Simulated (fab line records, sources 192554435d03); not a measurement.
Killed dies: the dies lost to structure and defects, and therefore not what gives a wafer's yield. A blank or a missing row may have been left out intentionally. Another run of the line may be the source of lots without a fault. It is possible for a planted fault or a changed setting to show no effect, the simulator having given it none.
Which tool is to blame? -- flow n5_finfet -- 72 wafers from 24 lots sampled at 4 of the route's 1938 steps

WHAT EACH GAUGE READ, for each wafer
N5_BEOL_M11_OCD_MEAS_38. Usual: trench_depth_nm 148.5 nm, standard deviation 2.2.
lot,measured,on,trench_depth_nm (nm),flag
L074,day 11 06:19,ocd-02,149.1 144.8 149.4,
L075,day 11 10:24,ocd-01,151.3 148.7 149.7,
L076,day 11 19:54,ocd-01,148.6 144.8 146.0,
L077,day 11 20:49,ocd-02,143.7 149.8 149.9,
L079,day 12 08:10,ocd-02,147.0 145.6 144.8,
L078,day 12 08:28,ocd-02,151.8 149.0 151.0,
L080,day 12 08:31,ocd-01,151.2 148.9 151.1,
L081,day 13 00:47,ocd-01,150.9 151.4 150.8,
L082,day 13 05:12,ocd-02,151.7 151.0 150.0,
L083,day 13 13:29,ocd-02,151.1 145.1 151.5,
L084,day 13 13:35,ocd-02,145.6 146.6 146.2,
L085,day 14 07:39,ocd-01,150.1 150.8 148.3,
L087,day 14 12:46,ocd-02,149.8 151.1 149.5,
L088,day 14 13:10,ocd-02,148.6 145.9 147.5,
L086,day 14 13:14,ocd-02,151.1 150.2 153.6,
L089,day 14 14:09,ocd-02,144.6 145.4 144.9,
L091,day 14 23:53,ocd-01,149.2 151.3 149.1,
L090,day 15 03:29,ocd-01,151.4 148.4 150.2,
L092,day 15 12:32,ocd-01,150.5 149.5 147.2,
L093,day 15 17:58,ocd-01,147.4 147.8 145.7,
L094,day 16 01:20,ocd-01,148.0 148.9 147.1,
L095,day 16 11:29,ocd-01,150.8 150.1 146.6,
L097,day 17 05:53,ocd-01,146.7 147.3 151.9,
L096,day 17 09:01,ocd-01,146.5 148.2 151.1,

N5_BEOL_M11_CD_MEAS_35: target cd 70 nm. Usual: cd_nm 70.0 nm, standard deviation 0.9.
lot,measured,on,cd_nm (nm),flag
L074,day 11 06:28,cd_sem-01,71.0 69.1 69.5,
L075,day 11 10:33,cd_sem-03,71.3 71.6 69.2,
L076,day 11 20:03,cd_sem-01,71.2 69.8 70.2,
L077,day 11 20:59,cd_sem-02,68.5 69.2 69.6,
L079,day 12 08:25,cd_sem-02,70.9 70.0 70.6,
L078,day 12 08:37,cd_sem-03,69.5 69.3 70.0,
L080,day 12 08:46,cd_sem-02,71.1 71.6 70.6,
L081,day 13 00:58,cd_sem-03,69.5 69.6 69.7,
L082,day 13 05:21,cd_sem-03,69.6 70.7 70.8,
L083,day 13 13:38,cd_sem-03,70.6 72.0 71.4,
L084,day 13 13:44,cd_sem-02,69.1 69.0 69.3,
L085,day 14 07:49,cd_sem-02,69.1 70.0 70.1,
L087,day 14 12:56,cd_sem-03,69.3 68.6 69.6,
L088,day 14 13:20,cd_sem-03,69.8 71.3 71.5,
L086,day 14 13:23,cd_sem-03,71.5 71.7 71.3,
L089,day 14 14:18,cd_sem-03,70.0 70.4 70.4,
L091,day 15 00:02,cd_sem-01,70.5 70.2 70.8,
L090,day 15 03:38,cd_sem-02,70.2 70.1 69.3,
L092,day 15 12:42,cd_sem-01,69.4 68.9 68.9,
L093,day 15 18:07,cd_sem-03,69.4 70.2 69.5,
L094,day 16 01:30,cd_sem-02,69.1 68.9 70.1,
L095,day 16 11:38,cd_sem-02,71.3 71.0 70.3,
L097,day 17 06:03,cd_sem-01,69.6 70.1 69.0,
L096,day 17 09:11,cd_sem-02,69.6 69.5 68.9,

N5_BEOL_M11_RS_MEAS_57: a four-point-probe measurement. Usual: for M11_RS the level is 0.1521 ohm/sq and the standard deviation is 0.0027.
lot,measured,on,M11_RS (ohm/sq),flag
L074,day 11 08:32,film_metro-02,0.1514 0.1560 0.1526,
L075,day 11 13:13,film_metro-01,0.1493 0.1510 0.1515,
L076,day 11 22:41,film_metro-01,0.1547 0.1547 0.1551,
L077,day 12 02:23,film_metro-02,0.1575 0.1517 0.1514,
L079,day 12 10:46,film_metro-02,0.1534 0.1559 0.1564,
L078,day 12 11:19,film_metro-02,0.1518 0.1519 0.1499,
L080,day 12 11:39,film_metro-01,0.1516 0.1497 0.1496,
L081,day 13 05:07,film_metro-02,0.1508 0.1491 0.1493,
L082,day 13 08:04,film_metro-02,0.1474 0.1499 0.1507,
L083,day 13 17:00,film_metro-01,0.1504 0.1523 0.1488,
L084,day 13 17:14,film_metro-01,0.1546 0.1565 0.1540,
L085,day 14 10:40,film_metro-02,0.1500 0.1486 0.1517,
L087,day 14 15:24,film_metro-01,0.1514 0.1483 0.1505,
L088,day 14 15:56,film_metro-02,0.1523 0.1558 0.1546,
L086,day 14 16:24,film_metro-01,0.1476 0.1529 0.1476,
L089,day 14 17:17,film_metro-01,0.1567 0.1590 0.1549,
L091,day 15 02:52,film_metro-02,0.1500 0.1496 0.1510,
L090,day 15 06:28,film_metro-02,0.1479 0.1513 0.1509,
L092,day 15 19:55,film_metro-02,0.1510 0.1519 0.1523,
L093,day 15 20:29,film_metro-01,0.1548 0.1548 0.1559,
L094,day 16 04:02,film_metro-01,0.1502 0.1520 0.1534,
L095,day 16 14:04,film_metro-01,0.1492 0.1496 0.1524,
L097,day 17 08:01,film_metro-02,0.1524 0.1545 0.1470,
L096,day 17 12:50,film_metro-02,0.1554 0.1549 0.1502,

TOOL THAT RAN EACH LOT (tool first, then ch and the chambers of the sampled wafers, then the start)
lot,N5_BEOL_M11_VIA_ETCH_34
L074,"rie_diel-02 ch 0,2, day 11 06:02"
L075,"rie_diel-04 ch 0,1,2, day 11 10:07"
L076,"rie_diel-06 ch 0,2, day 11 19:37"
L077,"rie_diel-02 ch 0,2, day 11 20:32"
L079,"rie_diel-04 ch 0,1,3, day 12 07:53"
L078,"rie_diel-02 ch 0,1,3, day 12 08:11"
L080,"rie_diel-06 ch 1,3, day 12 08:13"
L081,"rie_diel-02 ch 1,2,3, day 13 00:31"
L082,"rie_diel-02 ch 1,2,3, day 13 04:55"
L083,"rie_diel-06 ch 1,2, day 13 13:12"
L084,"rie_diel-04 ch 1,3, day 13 13:17"
L085,"rie_diel-02 ch 0,1,3, day 14 07:22"
L087,"rie_diel-02 ch 1,2,3, day 14 12:29"
L088,"rie_diel-04 ch 0,1, day 14 12:53"
L086,"rie_diel-02 ch 0,1,2, day 14 12:56"
L089,"rie_diel-04 ch 0,2, day 14 13:52"
L091,"rie_diel-04 ch 1,2, day 14 23:36"
L090,"rie_diel-02 ch 0,1, day 15 03:12"
L092,"rie_diel-06 ch 0,1, day 15 12:16"
L093,"rie_diel-06 ch 0,2, day 15 17:40"
L094,"rie_diel-04 ch 0,1,2, day 16 01:04"
L095,"rie_diel-06 ch 1,2, day 16 11:11"
L097,"rie_diel-04 ch 2,3, day 17 05:36"
L096,"rie_diel-04 ch 0,2,3, day 17 08:44"
- N5_BEOL_M11_VIA_ETCH_34: etches SiCOH lowk in C4F6/O2, target depth 184.5 nm, time 69.2 s.

WHAT THE TOOLS THEMSELVES READ (means of the sampled wafers that have a number; where no wafer has one, the mark that the record gives instead)
N5_BEOL_M11_VIA_ETCH_34. Usual: drypump_motor_current_A 5.7 A, standard deviation 0.5; oes_product_au 0.80 a.u., standard deviation 0.082; rf_vpp_V 667 V, standard deviation 20; showerhead_plenum_p_Torr 2.84 Torr, standard deviation 0.088; throttle_valve_pct 20.9 %, standard deviation 0.35.
lot,tool,drypump_motor_current_A (A),oes_product_au (a.u.),rf_vpp_V (V),showerhead_plenum_p_Torr (Torr),throttle_valve_pct (%),flag
L074,rie_diel-02,5.9,0.71,659,2.82,21.1,
L075,rie_diel-04,6.1,0.79,674,2.85,20.9,
L076,rie_diel-06,5.0,0.85,664,2.88,20.9,
L077,rie_diel-02,5.9,0.71,659,2.82,21.1,
L079,rie_diel-04,5.8,0.78,677,2.85,20.8,
L078,rie_diel-02,5.7,0.76,655,2.78,21.2,
L080,rie_diel-06,5.2,0.86,680,2.93,20.9,
L081,rie_diel-02,5.6,0.84,665,2.76,20.8,
L082,rie_diel-02,5.6,0.83,665,2.76,20.8,
L083,rie_diel-06,5.0,0.88,681,2.99,20.7,
L084,rie_diel-04,5.7,0.70,686,2.90,20.8,
L085,rie_diel-02,5.7,0.75,655,2.77,21.2,
L087,rie_diel-02,5.6,0.82,664,2.76,20.9,
L088,rie_diel-04,6.2,0.79,688,2.80,20.7,
L086,rie_diel-02,5.9,0.81,654,2.78,20.8,
L089,rie_diel-04,5.9,0.91,660,2.88,21.0,
L091,rie_diel-04,6.2,0.87,679,2.88,20.8,
L090,rie_diel-02,5.9,0.77,641,2.77,20.9,
L092,rie_diel-06,5.2,0.84,686,2.92,20.8,
L093,rie_diel-06,5.1,0.79,668,2.80,21.0,
L094,rie_diel-04,6.1,0.83,674,2.83,20.8,
L095,rie_diel-06,5.0,0.85,682,2.98,20.8,
L097,rie_diel-04,5.8,0.91,668,2.93,20.9,
L096,rie_diel-04,5.6,0.87,662,2.87,20.9,

THE ANSWER, worked out from the rows above alone
Rule: a lot is off if the mean of its wafers that have a number lies more than 3 standard deviations from the usual mean. A lot without any number at a reading at which 4 lots or more have one is off too. Where the step has rows for the other lots, those lots are counted as sound. First the gauges in route order, then the tools' own readings, where a lot's mean is used as printed above. At the first step where some lot is off, the reading lying furthest off is the one used; lots without a number count as furthest.
No lot is off on any of the readings shown, so nothing can be concluded from this.

WHAT HAD BEEN PUT IN BY THE SIMULATOR
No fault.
